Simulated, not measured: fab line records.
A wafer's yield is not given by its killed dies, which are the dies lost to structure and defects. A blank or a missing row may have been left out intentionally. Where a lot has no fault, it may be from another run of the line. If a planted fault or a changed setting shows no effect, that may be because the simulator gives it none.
Split-lot study | flow n5Finfet | 21 wafers read across 7 lots, on a route 1938 steps long

== ON THE SPLIT ==
At N5_BEOL_M5_DEP_56 (deposits SiCN from 3MS/NH3, target thk 8 nm, time 14 s), the setting timeS was moved away from the recipe's 14 s on 7 of the 21 wafers read, by -10.9% to +12.3%. The other wafers ran this setting at the recipe's value.

The reading is taken at the split's own step.

== THE READING ==
SiCN_of_BEOL_M5_DEP_56.thkNm (the simulator's own value, which no gauge read), in nm, at N5_BEOL_M5_DEP_56 (deposits SiCN from 3MS/NH3, target thk 8 nm, time 14 s). There is no usual value for it anywhere in the file. Across the 14 wafers here that went through the recipe, the average is 7.9 nm and the standard deviation 0.16 nm.

wafer  | tool, chamber at the split | timeS as run, s | against the recipe | SiCN_of_BEOL_M5_DEP_56.thkNm, nm | against lot-mates on the recipe
L077.2 | pecvd-02, 1,2,1            | 14              | recipe             | 8                                | -
L077.4 | pecvd-02, 1,2,1            | 14              | recipe             | 8                                | -
L077.6 | pecvd-02, 1,2,1            | 14              | recipe             | 8                                | -
L084.2 | pecvd-04, 0                | 15.72           | +12.3%             | 8.8                              | +0.8
L084.5 | pecvd-04, 0                | 15.72           | +12.3%             | 8.8                              | +0.8
L084.3 | pecvd-04, 1                | 14              | recipe             | 8                                | -
L089.1 | pecvd-02, 0                | 14              | recipe             | 7.8                              | -
L089.4 | pecvd-02, 1,0              | 12.47           | -10.9%             | 7.2                              | -0.6
L089.6 | pecvd-02, 1,0              | 12.47           | -10.9%             | 7.2                              | -0.6
L090.4 | pecvd-02, 1,0              | 14              | recipe             | 8                                | -
L090.5 | pecvd-02, 1,0              | 14              | recipe             | 8                                | -
L090.6 | pecvd-02, 2                | 15.01           | +7.2%              | 8.4                              | +0.4
L093.1 | pecvd-02, 1,2              | 14              | recipe             | 8                                | -
L093.3 | pecvd-02, 1,2              | 14              | recipe             | 8                                | -
L093.6 | pecvd-02, 0                | 14              | recipe             | 8.2                              | -
L092.1 | pecvd-04, 2                | 14              | recipe             | 7.8                              | -
L092.3 | pecvd-04, 1                | 14              | recipe             | 7.6                              | -
L092.4 | pecvd-04, 2                | 14              | recipe             | 8                                | -
L096.2 | pecvd-02, 2                | 12.93           | -7.6%              | 7.2                              | -0.4
L096.3 | pecvd-02, 0                | 14              | recipe             | 7.6                              | -
L096.6 | pecvd-02, 0                | 12.93           | -7.6%              | 7.4                              | -0.2
The file does not say which wafer passed through which chamber wherever a row lists several chambers: such a row stands for several wafers.

FIT RESULTS
A straight line over all 21 wafers: SiCN_of_BEOL_M5_DEP_56.thkNm changes by +0.0709 nm for each +1% of timeS; r = +0.95; the points scatter about the line by 0.15 nm.
The same after taking each lot's own level away (the mean of its wafers on the recipe; 21 wafers): +0.0569 nm for each +1%; r = +0.96; scatter 0.095 nm.
According to that fit, moving timeS by its largest amount changes the reading by 0.7 nm.
Measured against the standard deviation above, the lots' own levels, which go from 7.60 to 8.07 nm, span 2.9 times it.
So the slope is not independent of the lot-to-lot level: the two fits are not the same.
Check: with one of the wafers moved furthest among these (+12.3%) left out of the fit, the line predicts +0.695 nm for it against its lot-mates. It came out at +0.8 nm against them.

== OTHER SPLITS APPLIED TO THESE WAFERS ==
These wafers also went through other splits before the reading. Each is held against what the fit with the lots' levels taken away leaves over:
other split on the same wafers    | wafers away from the commonest value | r with SiCN_of_BEOL_M5_DEP_56.thkNm (lot level and that fit taken away)
N5_BEOL_M3_TRENCH_ETCH_37 sourceW | 6                                    | +0.37
N5_BEOL_M5_EXPOSE_08 doseMj       | 15                                   | +0.06
N5_BEOL_M5_ETCH_72 biasW          | 7                                    | -0.03

== THE FILE'S OWN FIT ==
SiCN_of_BEOL_M5_DEP_56.thkNm changes by +0.0566 nm for each +1% of timeS, r = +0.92.
